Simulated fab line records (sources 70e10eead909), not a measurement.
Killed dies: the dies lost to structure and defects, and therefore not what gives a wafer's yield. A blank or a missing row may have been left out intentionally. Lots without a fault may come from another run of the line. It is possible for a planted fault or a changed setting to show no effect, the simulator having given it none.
A struck lot beside a sound one || flow nand harc || 15 out of 1159 route steps
Sound: wafers L632.1, L632.4, L632.5. Struck: wafer L644.6. (L644.3 of the same lot was not struck and is left out.) The cause comes at the end.
At each step with rows: each side's tool, then ch and its chambers, then its first start. Under that, the readings that differ: sound wafers || struck wafers || difference of the means || sigmas: that difference in standard deviations of wafers without a fault.
alike: readings with means less than 2 such deviations apart, plus words and numbers identical on both sides. not compared: withheld readings, readings lacking a value on some wafer, bounds such as >300 that could conceal the same value, and numbers that have no deviation in the record and whose values overlap.
Wherever a step has rows on one side only, a row that says differs or no value, or a row with sigmas, the two part there. When numbers do not overlap yet have no deviation, they are printed without sigmas and do not part them. A reading missing from all wafers of one side parts the sides only when that side holds two or more wafers.

first, 1 step without rows for these wafers: NHARC_A_ONON_D1_DEP_12 (target thk 1000 nm).
NHARC_A_ONON_D1_THK_MEAS_14: measures by ellipsometry.
  sound on film metro-01 at day 8 02:41; struck on film metro-02 at day 11 11:52
  alike: thk nm
then, 2 steps without rows for these wafers: NHARC_A_ONON_D1_ANNEAL_15 (time 3600 s); NHARC_A_ONON_D1_DEP_16 (target thk 1000 nm).
NHARC_A_ONON_D1_THK_MEAS_18: measures by ellipsometry.
  sound on film metro-02 at day 8 09:52; struck on film metro-01 at day 11 18:59
{"reading": "thk nm (nm)", "sound": "985 985 986", "struck": 1011, "difference": "+26", "sigmas": "+3"}
then, no rows for these wafers at 1 step: NHARC_A_ONON_D1_DEP_19 (target thk 1000 nm).
NHARC_A_ONON_D1_THK_MEAS_21: measures by ellipsometry.
  sound on film metro-02 at day 8 10:26; struck on film metro-02 at day 11 19:33
  alike: thk nm
then, no rows for these wafers at 1 step: NHARC_A_ONON_D1_DEP_22 (target thk 1000 nm).
NHARC_A_ONON_D1_THK_MEAS_24: measures by ellipsometry.
  sound on film metro-01 at day 8 11:08; struck on film metro-01 at day 11 20:07
  alike: thk nm
then, no rows for these wafers at 1 step: NHARC_A_ONON_D1_DEP_25 (target thk 1000 nm).
NHARC_A_ONON_D1_THK_MEAS_27: measures by ellipsometry.
  sound on film metro-01 at day 8 11:42; struck on film metro-02 at day 11 20:41
  alike: thk nm
NHARC_A_ONON_D1_DEP_28: target thk 1000 nm.
  sound on pecvd onon-03 ch 0, day 8 11:46; struck on pecvd onon-03 ch 0, day 11 20:51
NHARC_A_ONON_D1_THK_MEAS_30: measures by ellipsometry.
  sound on film metro-01 at day 8 12:16; struck on film metro-02 at day 11 21:15
{"reading": "thk nm (nm)", "sound": "1011 1013 1013", "struck": 623, "difference": -389, "sigmas": -41}
NHARC_A_ONON_D1_DEP_33: deposits SiO2, target thk 200 nm.
  sound on pecvd-02 ch 0,1, day 8 12:19; struck on pecvd-04 ch 1, day 11 21:24
  alike: chamber pressure Torr, heater power w, rf fwd power W, throttle valve pct
-- the record jumps here: 14 days lie between the struck wafers' starts before and after (it left off in module A_ONON_D1 and takes up again in module END, whose first step shown is number 1159 of the route) --
NHARC_END_SORT_01:
  the record has rows for the struck wafers here (prober-01 ch 0, day 26 05:31) and none for the sound ones

== WHERE THEY PART ==
First at NHARC_A_ONON_D1_THK_MEAS_18; last, within this record, at NHARC_END_SORT_01.

WHY: whatever the simulator had introduced
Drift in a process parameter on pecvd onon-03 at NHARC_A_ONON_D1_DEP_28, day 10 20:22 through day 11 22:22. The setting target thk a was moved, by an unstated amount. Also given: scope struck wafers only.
